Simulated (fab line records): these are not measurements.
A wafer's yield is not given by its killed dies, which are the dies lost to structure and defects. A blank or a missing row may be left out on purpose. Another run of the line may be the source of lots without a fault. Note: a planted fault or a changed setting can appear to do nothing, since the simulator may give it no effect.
fab line records	flow nandHarc
record: lots: 6	wafers: 18	lastDay: 30
route steps=1302 shown THIN_TSV@1256 END@1302
lots with no fault: from the same line, run without faults
startH: hours from the record's opening day to when the first of the lot's shown wafers began	waitH: hours from the lot's prior step to this one	" the same as in the row above	L1.1+2: one row covering several wafers at once	- no value, or no start given	* or withheld: withheld	< > ~ a bound
route shown NAME@n: names a module that has steps shown in the file, with the first one's number in the route	usual: the fault-free wafers' mean and standard deviation	same: alike in all rows	chamber/n: place in a boat	sites: per-site readings	_std_site: the values' standard deviation	_edge_site: the outer-site mean with the inner-site mean subtracted	radiusMm: how far each site lies from the wafer's centre	mask NAME#n: copy n	behind: the tool/chamber that last shaped the wafer	hold: why the lot went on hold/how many hours it stayed there/how the hold came to an end	device: the n, p or np transistor that did not switch	end of line: tests run on the same wafers once the route is complete	step lacking rows: just its recipe	killed: not the wafer's yield, but the dies lost to structure and defects at the first sort	map: dies across one wafer; x = killed, . = not, _ = none there
set.NAME: the run value of the setting; set.NAME@STEP: its run value at that earlier step	model.NAME: the simulator's own value behind a step, which no gauge read
a table for each step, a row for each wafer; lots at some steps of the route
services: from which hour (startH, from the record's first day; less than 0 if before it) a tool's chamber was out of use, for how many hours, and why
== steps ==
step: NHARC_THIN_TSV_EXPOSE_09
recipe: na: 0.55	doseMj: 30.7	maskId: TSV
step: NHARC_THIN_TSV_PEB_10
recipe: pebTempC: 118	pebTimeS: 85
step: NHARC_THIN_TSV_DEVELOP_11
recipe: timeS: 70
step: NHARC_THIN_TSV_CD_MEAS_12
recipe: targetCdNm: 1000	landingEnergyEv: 500
usual: cdNm: 1000.4/1.9
lot.wafer	tool	chamber	startH	waitH	cdNm
L431.1	cdSem-03	0	546.33	-	1001.2
L431.3	"	0	"	"	1000.7
L431.6	"	0	"	"	999.3
L432.2	cdSem-01	0	577.70	-	998.0
L432.3	"	0	"	"	998.9
L432.6	"	0	"	"	999.2
L433.1	cdSem-02	0	590.06	-	1000.2
L433.2	"	0	"	"	999.5
L433.4	"	0	"	"	1000.7
L435.2	cdSem-02	0	597.08	-	999.6
L435.3	"	0	"	"	998.9
L435.4	"	0	"	"	999.0
L440.2	cdSem-02	0	684.08	-	1003.2
L440.3	"	0	"	"	1001.1
L440.5	"	0	"	"	1001.7
L446.2	cdSem-03	0	706.82	-	1000.3
L446.4	"	0	"	"	1000.4
L446.6	"	0	"	"	1001.2
step: NHARC_THIN_TSV_HARDBAKE_13
recipe: tempC: 125	timeS: 80
step: NHARC_THIN_TSV_DESCUM_14
recipe: timeS: 3	o2FlowSccm: 200	arFlowSccm: 0	biasPowerW: 0	chemistry: O2
step: NHARC_THIN_TSV_ETCH_44
recipe: targetDepthA: 15942	timeS: 797.1	cf4FlowSccm: 150	o2FlowSccm: 10	arFlowSccm: 0	rfW: 300	biasW: 800	chemistry: CF4/O2
usual: cf4FlowSccm: 150.1/0.44	drypumpMotorCurrentA: 5.7/0.43	oesProductAu: 1.002/0.0098	rfVppV: 794/4.6	showerheadPlenumPTorr: 1.83/0.074	throttleValvePct: 16.915/0.0086
lot.wafer	tool	chamber	startH	waitH	cf4FlowSccm	drypumpMotorCurrentA	oesProductAu	rfHoursCounterH	rfVppV	showerheadPlenumPTorr	throttleValvePct
L431.3	rieDiel-12	0	546.63	0.1	149.5	5.8	0.997	5.4	797	1.91	16.911
L431.1	"	1	"	"	150.2	5.5	1.011	5.2	793	1.80	16.916
L431.6	"	0	"	"	149.5	5.8	0.996	-	797	1.91	16.916
L432.2	rieDiel-12	2	577.94	0.1	150.2	4.8	1.015	6.7	796	1.87	16.905
L432.3	"	0	"	"	151.2	5.8	1.004	7.3	800	1.91	16.910
L432.6	"	3	"	"	150.1	5.3	1.000	-	786	1.71	16.911
L433.2	rieDiel-04	2	590.36	0.1	150.0	5.9	0.999	1.9	790	1.77	16.909
L433.1	"	3	"	"	150.3	5.4	1.003	1.1	796	1.84	16.903
L433.4	"	0	"	"	150.6	5.4	0.998	1.5	795	1.83	16.930
L435.4	rieDiel-12	3	597.32	0.1	150.2	5.3	0.993	8.1	785	1.71	16.899
L435.3	"	0	"	"	150.5	5.8	1.003	8.3	799	1.91	16.908
L435.2	"	2	"	"	150.4	4.8	1.014	8.4	797	1.87	16.932
L440.3	rieDiel-12	3	684.32	0.1	150.9	5.3	0.991	2.3	788	1.71	16.921
L440.2	"	0	"	"	149.5	5.8	1.001	2.6	800	1.91	16.906
L440.5	"	3	"	"	150.1	5.3	0.999	-	788	1.71	16.924
L446.2	rieDiel-12	1	707.06	0.1	150.2	5.5	1.003	4.3	792	1.80	16.907
L446.4	"	2	"	"	150.3	4.8	1.017	4.2	797	1.86	16.918
L446.6	"	1	"	"	150.4	5.5	0.999	-	791	1.80	16.911
step: NHARC_THIN_TSV_ETCH_15
recipe: targetDepthA: 30000	boschTargetOveretchCycles: 2	boschEtchStepS: 2.8	boschDepStepS: 1.2	boschCycles: 14
usual: drypumpMotorCurrentA: 5.6/0.4	heBacksideLeakSccm: 2.70/0.24
same: boschCycles: 14
lot.wafer	tool	chamber	startH	waitH	drypumpMotorCurrentA	heBacksideLeakSccm	rfHoursCounterH
L431.3	rieSi-04	1	547.15	-	5.9	2.61	0.11
L431.1	"	3	"	"	6.0	2.99	0.18
L431.6	"	2	"	"	5.5	2.43	-
L432.2	rieSi-04	2	578.50	-	5.5	2.48	0.35
L432.3	"	1	"	"	5.9	2.60	0.35
L432.6	"	2	"	"	5.4	2.51	-
L433.2	rieSi-01	3	590.88	-	4.9	2.35	0.16
L433.1	"	0	"	"	5.8	2.74	0.14
L433.4	"	1	"	"	6.6	2.63	0.16
L435.4	rieSi-01	1	597.90	-	6.6	4.07	0.18
L435.2	"	2	"	"	5.8	2.86	0.19
L435.3	"	0	"	"	5.8	2.70	0.19
L440.3	rieSi-01	2	684.89	-	5.8	2.95	0.67
L440.2	"	1	"	"	6.6	2.71	0.72
L440.5	"	3	"	"	5.0	2.29	-
L446.4	rieSi-04	1	707.63	-	5.9	2.65	0
L446.2	"	2	"	"	5.5	2.48	0
L446.6	"	2	"	"	5.4	2.48	-
step: NHARC_THIN_TSV_CD_MEAS_16
usual: cdNm: 1000.5/2
lot.wafer	tool	chamber	startH	waitH	cdNm
L431.1	cdSem-01	-	547.30	0.1	1001.9
L431.3	"	-	"	"	1000.9
L431.6	"	-	"	"	999.6
L432.2	cdSem-02	-	578.65	0.1	997.5
L432.3	"	-	"	"	999.8
L432.6	"	-	"	"	1000.6
L433.1	cdSem-02	-	591.02	0.1	1000.4
L433.2	"	-	"	"	999.6
L433.4	"	-	"	"	1001.1
L435.2	cdSem-01	-	598.05	0.1	1000.1
L435.3	"	-	"	"	999.1
L435.4	"	-	"	"	999.0
L440.2	cdSem-02	-	685.04	0.1	1003.9
L440.3	"	-	"	"	1000.8
L440.5	"	-	"	"	1002.5
L446.2	cdSem-03	-	707.78	0.1	999.8
L446.4	"	-	"	"	1000.2
L446.6	"	-	"	"	1000.9
step: NHARC_THIN_TSV_STRIP_45
recipe: powerW: 1500	tempC: 250	chemistry: O2
usual: drypumpMotorCurrentA: 5.4/0.36	heaterPowerW: 315/18
lot.wafer	tool	chamber	startH	waitH	drypumpMotorCurrentA	heaterPowerW	rfHoursCounterH
L431.1	plasmaAsher-02	0	547.37	0.1	4.9	311	20
L431.3	"	1	"	"	6.0	327	-
L431.6	"	0	"	"	4.8	311	-
L432.2	plasmaAsher-01	1	578.77	0.1	5.3	336	9
L432.3	"	1	"	"	5.3	328	-
L432.6	"	0	"	"	5.4	282	-
L433.1	plasmaAsher-02	1	591.10	0.1	6.0	336	28
L433.2	"	0	"	"	4.8	316	28
L433.4	"	1	"	"	6.0	334	-
L435.2	plasmaAsher-02	1	598.12	0.1	6.0	337	30
L435.4	"	1	"	"	6.0	332	-
L435.3	"	0	"	"	4.9	299	-
L440.2	plasmaAsher-01	1	685.11	0.1	5.3	328	29
L440.3	"	1	"	"	5.3	331	-
L440.5	"	1	"	"	5.3	325	-
L446.2	plasmaAsher-01	0	707.90	0.1	5.3	295	1
L446.4	"	0	"	"	5.3	295	-
L446.6	"	0	"	"	5.3	303	-
step: NHARC_THIN_TSV_STRIP_46
recipe: timeS: 1200	tempC: 72.5	chemistry: postEtchResidueRemover
step: NHARC_THIN_TSV_DEP_47
recipe: targetThkA: 2000	tempC: withheld	pressureTorr: 6.5	rfW: 900	teosFlowSccm: 161.4	flowSccm: 2650	targetThkNm: 200	gas: O2	material: SiO2
usual: throttleValvePct: 16.3/0.61
lot.wafer	tool	chamber	startH	waitH	throttleValvePct
L431.1	pecvd-01	2	548.17	-	16.4
L431.3	"	1	"	"	15.4
L431.6	"	2	"	"	16.2
L432.3	pecvd-04	2	579.58	-	16.5
L432.2	"	0	"	"	15.5
L432.6	"	2	"	"	16.6
L433.2	pecvd-04	1	591.90	-	16.5
L433.1	"	0	"	"	15.8
L433.4	"	2	"	"	16.2
L435.3	pecvd-04	2	598.98	-	16.5
L435.2	"	0	"	"	15.3
L435.4	"	0	"	"	15.7
L440.2	pecvd-04	2	685.91	-	16.7
L440.3	"	0	"	"	15.4
L440.5	"	0	"	"	15.8
L446.2	pecvd-02	0	708.70	-	16.5
L446.4	"	2	"	"	17.1
L446.6	"	0	"	"	16.0
step: NHARC_THIN_TSV_ETCHBACK_48
recipe: targetDepthA: 10285	overEtchFrac: 0.3	timeS: 405.17	ionEnergyEv: 250	c4f8FlowSccm: withheld	arFlowSccm: withheld	rfW: 600	biasW: 300	chemistry: C4F8/Ar
usual: biasW: 300.1/0.84	chamberPressureMTorr: 24.998/0.022	oesProductAu: 0.945/0.029	rfVppV: 547/3.2
lot.wafer	tool	chamber	startH	waitH	biasW	chamberPressureMTorr	oesProductAu	rfHoursCounterH	rfVppV
L431.3	rieDiel-12	3	548.78	0.3	300.8	25.011	0.973	5.1	542
L431.1	"	0	"	"	301.8	25.028	0.970	5.8	551
L431.6	"	1	"	"	300.4	25.023	0.955	-	544
L432.2	rieDiel-02	0	579.98	-	299.6	24.966	0.975	0.1	549
L432.3	"	2	"	"	298.2	24.964	0.994	0.1	544
L432.6	"	0	"	"	300.1	25.006	0.976	-	550
L433.1	rieDiel-04	0	592.31	-	-	-	-	-	-
L433.2	"	1	"	"	-	-	-	-	-
L433.4	"	2	"	"	-	-	-	-	-
L435.3	rieDiel-12	0	599.38	-	-	-	-	-	-
L435.2	"	1	"	"	-	-	-	-	-
L435.4	"	2	"	"	-	-	-	-	-
L440.3	rieDiel-12	2	686.35	-	300.9	25.006	0.916	2.6	547
L440.2	"	3	"	"	301.1	24.952	0.921	2.7	541
L440.5	"	1	"	"	299.5	24.992	0.917	-	546
L446.2	rieDiel-02	0	709.06	-	300.4	25.032	0.909	6.4	549
L446.4	"	3	"	"	301.1	24.967	0.932	5.6	551
L446.6	"	1	"	"	299.8	24.995	0.924	-	545
step: NHARC_THIN_TSV_STRIP_62
recipe: powerW: 1500	tempC: 250	timeS: 20	chemistry: N2/H2
usual: drypumpMotorCurrentA: 5.4/0.44	heaterPowerW: 317/17
lot.wafer	tool	chamber	startH	waitH	drypumpMotorCurrentA	heaterPowerW	rfHoursCounterH
L431.1	plasmaAsher-01	0	549.09	-	5.3	292	4
L431.3	"	0	"	"	5.4	284	-
L431.6	"	1	"	"	5.3	334	-
L432.2	plasmaAsher-02	1	580.36	-	6.1	339	26
L432.3	"	0	"	"	4.8	307	-
L432.6	"	0	"	"	4.9	302	-
L433.2	plasmaAsher-02	1	592.66	0.3	6.0	325	29
L433.1	"	0	"	"	4.8	315	29
L433.4	"	1	"	"	6.0	341	-
L435.2	plasmaAsher-02	1	599.82	0.4	6.0	345	31
L435.3	"	1	"	"	6.0	339	-
L435.4	"	0	"	"	4.9	315	-
L440.2	plasmaAsher-02	1	686.67	-	6.0	327	8
L440.3	"	1	"	"	6.0	339	-
L440.5	"	0	"	"	4.8	312	-
L446.2	plasmaAsher-01	0	709.42	-	5.3	298	1
L446.4	"	0	"	"	5.3	302	-
L446.6	"	0	"	"	5.3	295	-
step: NHARC_END_SORT_01
recipe: tempC: 25
usual: defectLimitedYield: 91.0/2.8	killedAtArray: 56/18	killedAtOther: 1.4/1.5	killedAtPeriphery: 4/3.1	killedDies: 61/19	killedOpen: 3.5/1.8	killedShort: 2.4/1.4
same: grossDies: 677
lot.wafer	tool	chamber	startH	waitH	defectLimitedYield[%]	killedAtArray	killedAtOther	killedAtPeriphery	killedDies	killedOpen	killedShort
L432.2	prober-01	0	593.74	2.8	91.4	54	2	2	58	4	2
L432.3	prober-01	0	594.53	3.1	91.3	52	2	5	59	5	2
L432.6	prober-01	0	596.91	4.0	90.5	57	3	4	64	3	2
L433.1	prober-01	0	606.89	2.5	0	44	628	5	677	6	2
L433.2	prober-01	0	607.68	2.8	0	44	631	2	677	4	2
L433.4	prober-01	0	609.26	3.4	0	49	625	3	677	2	1
L435.2	prober-02	0	613.12	2.8	0	44	633	0	677	2	2
L435.3	prober-02	0	613.92	3.1	0	42	634	1	677	3	1
L435.4	prober-02	0	614.72	3.4	0	44	630	3	677	8	4
L440.2	prober-01	0	701.83	2.8	87.4	76	0	9	85	3	3
L440.3	prober-01	0	702.62	3.0	84.8	96	2	5	103	2	4
L440.5	prober-01	0	704.19	3.6	90.3	57	0	9	66	2	1
L446.2	prober-01	0	722.57	2.8	91.9	49	0	6	55	4	3
L446.4	prober-01	0	724.17	3.4	90.3	60	1	5	66	2	2
L446.6	prober-01	0	725.77	4.0	90.3	62	1	3	66	6	7
killed by level:class
L432.2 A_CHANNEL_HOLE_D2:chamberFilmFlake=35 A_SGD_CUT:chamberFilmFlake=4 A_CHANNEL_HOLE_D1:chamberFilmFlake=3 A_DECK1_JOINT:chamberFilmFlake=3 A_WL_FILL:geometricParticle:short=2 A_M0:geometricParticle:open=2 THIN_TSV:chamberFilmFlake=2 A_DECK1_JOINT:geometricParticle:open=1
L432.3 A_CHANNEL_HOLE_D2:chamberFilmFlake=35 A_CONTACT:chamberFilmFlake=3 P_M2:chamberFilmFlake=3 A_STAIRCASE:chamberFilmFlake=3 THIN_TSV:chamberFilmFlake=2 P_CONTACT:geometricParticle:open=1 P_M0:geometricParticle:open=1 A_ONON_D1:geometricParticle:open=1
L432.6 A_CHANNEL_HOLE_D2:chamberFilmFlake=39 A_CONTACT:chamberFilmFlake=4 P_M2:chamberFilmFlake=3 THIN_TSV:chamberFilmFlake=3 A_CHANNEL_HOLE_D1:chamberFilmFlake=2 A_CHANNEL_FILL_D2:chamberFilmFlake=2 A_BONDPAD:chamberFilmFlake=2 P_M0:geometricParticle:open=1
L433.1 THIN_TSV:areaEtchback=626 A_SLIT:chamberFilmFlake=26 A_CHANNEL_HOLE_D2:chamberFilmFlake=10 P_CONTACT:geometricParticle:open=2 A_CHANNEL_FILL_D1:geometricParticle:open=2 P_ZERO_WELL:chamberFilmFlake=2 A_CHANNEL_FILL_D2:chamberFilmFlake=2 P_M0:geometricParticle:short=1
L433.2 THIN_TSV:areaEtchback=631 A_SLIT:chamberFilmFlake=19 A_CHANNEL_HOLE_D2:chamberFilmFlake=10 A_M1:chamberFilmFlake=4 A_STAIRCASE:chamberFilmFlake=3 A_CHANNEL_FILL_D2:geometricParticle:open=2 A_CHANNEL_FILL_D2:chamberFilmFlake=2 P_M0:geometricParticle:short=1
L433.4 THIN_TSV:areaEtchback=624 A_SLIT:chamberFilmFlake=21 A_CHANNEL_HOLE_D2:chamberFilmFlake=12 A_CONTACT:chamberFilmFlake=3 P_ZERO_WELL:chamberFilmFlake=2 A_CHANNEL_HOLE_D1:chamberFilmFlake=2 A_STAIRCASE:chamberFilmFlake=2 A_WL_FILL:chamberFilmFlake=2
L435.2 THIN_TSV:areaEtchback=633 A_CHANNEL_HOLE_D2:chamberFilmFlake=29 A_CHANNEL_FILL_D2:chamberFilmFlake=3 A_CHANNEL_HOLE_D1:chamberFilmFlake=2 A_STAIRCASE:chamberFilmFlake=2 A_CONTACT:chamberFilmFlake=2 A_ONON_D1:geometricParticle:short=1 A_CHANNEL_FILL_D1:geometricParticle:open=1
L435.3 THIN_TSV:areaEtchback=631 A_CHANNEL_HOLE_D2:chamberFilmFlake=27 A_CONTACT:chamberFilmFlake=5 A_M0:geometricParticle:open=3 A_CHANNEL_HOLE_D1:chamberFilmFlake=3 THIN_TSV:chamberFilmFlake=3 A_CHANNEL_FILL_D2:chamberFilmFlake=2 A_ONON_D1:geometricParticle:short=1
L435.4 THIN_TSV:areaEtchback=630 A_CHANNEL_HOLE_D2:chamberFilmFlake=25 A_CONTACT:chamberFilmFlake=5 A_SLIT:chamberFilmFlake=3 A_SGD_CUT:geometricParticle:open=2 P_STI:geometricParticle:short=1 P_M0:geometricParticle:open=1 P_M1:geometricParticle:open=1
L440.2 A_CHANNEL_HOLE_D1:chamberFilmFlake=23 A_SLIT:chamberFilmFlake=23 A_CHANNEL_HOLE_D2:chamberFilmFlake=19 P_BONDPAD:chamberFilmFlake=6 A_CONTACT:chamberFilmFlake=5 P_M0:geometricParticle:short=1 P_M0:geometricParticle:open=1 A_ONON_D1:geometricParticle:open=1
L440.3 A_CHANNEL_HOLE_D1:chamberFilmFlake=36 A_SLIT:chamberFilmFlake=28 A_CONTACT:chamberFilmFlake=13 A_CHANNEL_HOLE_D2:chamberFilmFlake=10 P_BONDPAD:chamberFilmFlake=4 A_WL_FILL:geometricParticle:short=2 P_CONTACT:geometricParticle:open=1 A_ONON_D1:geometricParticle:open=1
L440.5 A_CHANNEL_HOLE_D1:chamberFilmFlake=22 A_SLIT:chamberFilmFlake=14 A_CHANNEL_HOLE_D2:chamberFilmFlake=12 A_CONTACT:chamberFilmFlake=4 P_BONDPAD:chamberFilmFlake=3 P_GATE:chamberFilmFlake=2 P_CONTACT:geometricParticle:open=1 P_M0:geometricParticle:open=1
L446.2 A_SLIT:chamberFilmFlake=22 A_CHANNEL_HOLE_D2:chamberFilmFlake=10 A_BLC:chamberFilmFlake=4 A_CHANNEL_HOLE_D1:chamberFilmFlake=3 P_GATE:chamberFilmFlake=2 A_WL_FILL:chamberFilmFlake=2 A_CONTACT:chamberFilmFlake=2 P_STI:geometricParticle:open=1
L446.4 A_CHANNEL_HOLE_D2:chamberFilmFlake=22 A_SLIT:chamberFilmFlake=19 A_CHANNEL_HOLE_D1:chamberFilmFlake=9 P_GATE:chamberFilmFlake=5 A_SGD_CUT:chamberFilmFlake=4 A_CHANNEL_FILL_D1:geometricParticle:short=1 A_CHANNEL_FILL_D1:geometricParticle:open=1 A_CHANNEL_FILL_D2:geometricParticle:open=1
L446.6 A_SLIT:chamberFilmFlake=24 A_CHANNEL_HOLE_D2:chamberFilmFlake=11 A_CHANNEL_HOLE_D1:chamberFilmFlake=9 A_CHANNEL_FILL_D2:geometricParticle:short=2 A_M0:geometricParticle:open=2 A_STAIRCASE:chamberFilmFlake=2 A_CONTACT:chamberFilmFlake=2 P_M2:geometricParticle:short=1
map L433.1 (x killed, . not)
____________x____________
_________xxxxxxx_________
_______xxxxxxxxxxx_______
______xxxxxxxxxxxxx______
_____xxxxxxxxxxxxxxx_____
____xxxxxxxxxxxxxxxxx____
____xxxxxxxxxxxxxxxxx____
___xxxxxxxxxxxxxxxxxxx___
___xxxxxxxxxxxxxxxxxxx___
__xxxxxxxxxxxxxxxxxxxxx__
__xxxxxxxxxxxxxxxxxxxxx__
_xxxxxxxxxxxxxxxxxxxxxxx_
_xxxxxxxxxxxxxxxxxxxxxxx_
_xxxxxxxxxxxxxxxxxxxxxxx_
_xxxxxxxxxxxxxxxxxxxxxxx_
_xxxxxxxxxxxxxxxxxxxxxxx_
xxxxxxxxxxxxxxxxxxxxxxxxx
xxxxxxxxxxxxxxxxxxxxxxxxx
xxxxxxxxxxxxxxxxxxxxxxxxx
xxxxxxxxxxxxxxxxxxxxxxxxx
xxxxxxxxxxxxxxxxxxxxxxxxx
_xxxxxxxxxxxxxxxxxxxxxxx_
_xxxxxxxxxxxxxxxxxxxxxxx_
_xxxxxxxxxxxxxxxxxxxxxxx_
_xxxxxxxxxxxxxxxxxxxxxxx_
_xxxxxxxxxxxxxxxxxxxxxxx_
__xxxxxxxxxxxxxxxxxxxxx__
__xxxxxxxxxxxxxxxxxxxxx__
___xxxxxxxxxxxxxxxxxxx___
___xxxxxxxxxxxxxxxxxxx___
____xxxxxxxxxxxxxxxxx____
____xxxxxxxxxxxxxxxxx____
_____xxxxxxxxxxxxxxx_____
______xxxxxxxxxxxxx______
_______xxxxxxxxxxx_______
_________xxxxxxx_________
____________x____________
map L435.2 (x killed, . not)
____________x____________
_________xxxxxxx_________
_______xxxxxxxxxxx_______
______xxxxxxxxxxxxx______
_____xxxxxxxxxxxxxxx_____
____xxxxxxxxxxxxxxxxx____
____xxxxxxxxxxxxxxxxx____
___xxxxxxxxxxxxxxxxxxx___
___xxxxxxxxxxxxxxxxxxx___
__xxxxxxxxxxxxxxxxxxxxx__
__xxxxxxxxxxxxxxxxxxxxx__
_xxxxxxxxxxxxxxxxxxxxxxx_
_xxxxxxxxxxxxxxxxxxxxxxx_
_xxxxxxxxxxxxxxxxxxxxxxx_
_xxxxxxxxxxxxxxxxxxxxxxx_
_xxxxxxxxxxxxxxxxxxxxxxx_
xxxxxxxxxxxxxxxxxxxxxxxxx
xxxxxxxxxxxxxxxxxxxxxxxxx
xxxxxxxxxxxxxxxxxxxxxxxxx
xxxxxxxxxxxxxxxxxxxxxxxxx
xxxxxxxxxxxxxxxxxxxxxxxxx
_xxxxxxxxxxxxxxxxxxxxxxx_
_xxxxxxxxxxxxxxxxxxxxxxx_
_xxxxxxxxxxxxxxxxxxxxxxx_
_xxxxxxxxxxxxxxxxxxxxxxx_
_xxxxxxxxxxxxxxxxxxxxxxx_
__xxxxxxxxxxxxxxxxxxxxx__
__xxxxxxxxxxxxxxxxxxxxx__
___xxxxxxxxxxxxxxxxxxx___
___xxxxxxxxxxxxxxxxxxx___
____xxxxxxxxxxxxxxxxx____
____xxxxxxxxxxxxxxxxx____
_____xxxxxxxxxxxxxxx_____
______xxxxxxxxxxxxx______
_______xxxxxxxxxxx_______
_________xxxxxxx_________
____________x____________
== services ==
tool	chamber	startH	hours	kind
rieDiel-04	-	531.90	9.0	pm
rieSi-01	-	547.00	9.0	pm
rieSi-04	3	548.00	6.4	repair
rieDiel-04	3	564.06	14.1	repair
rieSi-04	0	566.90	6.0	repair
rieDiel-02	-	570.70	9.0	pm
rieDiel-12	1	607.24	4.2	repair
rieSi-01	-	613.45	0.2	repair
rieDiel-12	2	615.66	2.2	repair
rieSi-01	1	621.79	6.0	repair
rieDiel-12	-	622.40	9.0	pm
plasmaAsher-02	-	622.54	9.0	pm
pecvd-04	-	631.14	13.0	pm
rieSi-04	-	638.02	0.1	repair
rieSi-01	-	655.76	0.5	repair
rieSi-01	0	668.36	1.5	repair
rieSi-04	2	669.68	34.7	repair
rieDiel-12	2	674.00	2.5	repair
rieDiel-02	1	675.58	3.3	repair
rieDiel-02	3	680.60	6.8	repair
plasmaAsher-01	-	696.00	9.0	pm
rieSi-04	-	696.06	9.0	pm
rieDiel-04	0	703.66	10.1	repair
pecvd-04	-	704.21	0.9	repair
== key ==
firstSign: step: NHARC_THIN_TSV_ETCHBACK_48	reading: toolRecord	direction: missing
effect: step: NHARC_END_SORT_01	reading: killedAtOther	direction: up	sigmas: 99+	usual: 1.4	struck: 630.2
moreKillsBornAt: NHARC_THIN_TSV_ETCHBACK_48@rieDiel-12: 1894	NHARC_THIN_TSV_ETCHBACK_48@rieDiel-04: 1881
metAt NHARC_THIN_TSV_ETCHBACK_48
struckWafers L433.1,L433.2,L433.4,L435.2,L435.3,L435.4
laterRowsLeftOut L433.1,L433.2,L433.4,L435.2,L435.3,L435.4
onsetBetween 548.78 592.31
fault: kind: skippedStepWhole	tool: rieDiel-04,rieDiel-12	chamber: -	onsetH: 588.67	steps: NHARC_THIN_TSV_ETCHBACK_48	scope: struckLotsOnly
laterRowsLeftOut: the simulator's readings of these wafers behind a module that went badly wrong aren't trusted and aren't shown, but for the sort
